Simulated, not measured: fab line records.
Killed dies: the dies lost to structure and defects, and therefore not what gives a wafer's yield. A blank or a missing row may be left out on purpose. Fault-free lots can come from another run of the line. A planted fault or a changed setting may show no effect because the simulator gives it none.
Chamber matching / flow nand_harc / NHARC_A_BONDPAD_ETCH_34 on rie_diel-06: 4 sister chambers
The step etches the open film in N2/H2, target depth 60 nm, overetch 18 nm, time 65.91 s. 8 wafers are shown with their chamber, then 8 later ones without.

WAFERS WITH THEIR CHAMBER
wafer=L205.2; chamber=1; drypump_motor_current_A (A)=5.91; rf_vpp_V (V)=436
wafer=L207.2; chamber=0; drypump_motor_current_A (A)=5.66; rf_vpp_V (V)=428
wafer=L204.1; chamber=1; drypump_motor_current_A (A)=5.93; rf_vpp_V (V)=434
wafer=L204.6; chamber=2; drypump_motor_current_A (A)=5.75; rf_vpp_V (V)=429
wafer=L211.2; chamber=3; drypump_motor_current_A (A)=5.95; rf_vpp_V (V)=433
wafer=L211.3; chamber=2; drypump_motor_current_A (A)=5.72; rf_vpp_V (V)=430
wafer=L211.6; chamber=3; drypump_motor_current_A (A)=5.95; rf_vpp_V (V)=433
wafer=L213.2; chamber=0; drypump_motor_current_A (A)=5.66; rf_vpp_V (V)=427

WAFERS WITH NO CHAMBER GIVEN
wafer=L213.3; drypump_motor_current_A (A)=5.70; rf_vpp_V (V)=427
wafer=L213.4; drypump_motor_current_A (A)=5.91; rf_vpp_V (V)=435
wafer=L215.2; drypump_motor_current_A (A)=5.92; rf_vpp_V (V)=434
wafer=L215.5; drypump_motor_current_A (A)=5.91; rf_vpp_V (V)=434
wafer=L215.6; drypump_motor_current_A (A)=5.72; rf_vpp_V (V)=429
wafer=L216.1; drypump_motor_current_A (A)=5.66; rf_vpp_V (V)=428
wafer=L216.3; drypump_motor_current_A (A)=5.92; rf_vpp_V (V)=433
wafer=L216.5; drypump_motor_current_A (A)=5.94; rf_vpp_V (V)=432

WHICH CHAMBER EACH WENT THROUGH
wafer=L213.3; from the rows above=can't be placed: 0 or 2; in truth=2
wafer=L213.4; from the rows above=1; in truth=1
wafer=L215.2; from the rows above=can't be placed: 1 or 3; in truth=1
wafer=L215.5; from the rows above=can't be placed: 1 or 3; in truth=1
wafer=L215.6; from the rows above=2; in truth=2
wafer=L216.1; from the rows above=0; in truth=0
wafer=L216.3; from the rows above=can't be placed: 1 or 3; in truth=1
wafer=L216.5; from the rows above=3; in truth=3
Correctly placed: 4 of 8. Not placeable from these rows: 4 (in 4, the candidates include the true chamber). Number placed wrongly: 0.
How it was worked out, from the rows above alone: a wafer's distance from a chamber is the root of the sum, over the readings, of the square of ((its reading less the chamber's mean) divided by the reading's scatter). If the next closest chamber is less than 2 further off than the closest, the wafer can't be placed; otherwise it belongs to the closest. For every chamber, the mean is computed from those of its wafers that are shown. The scatter: take each reading less its chamber's mean, square it, sum over the shown wafers, divide by the number of wafers less the number of chambers, and take the root.
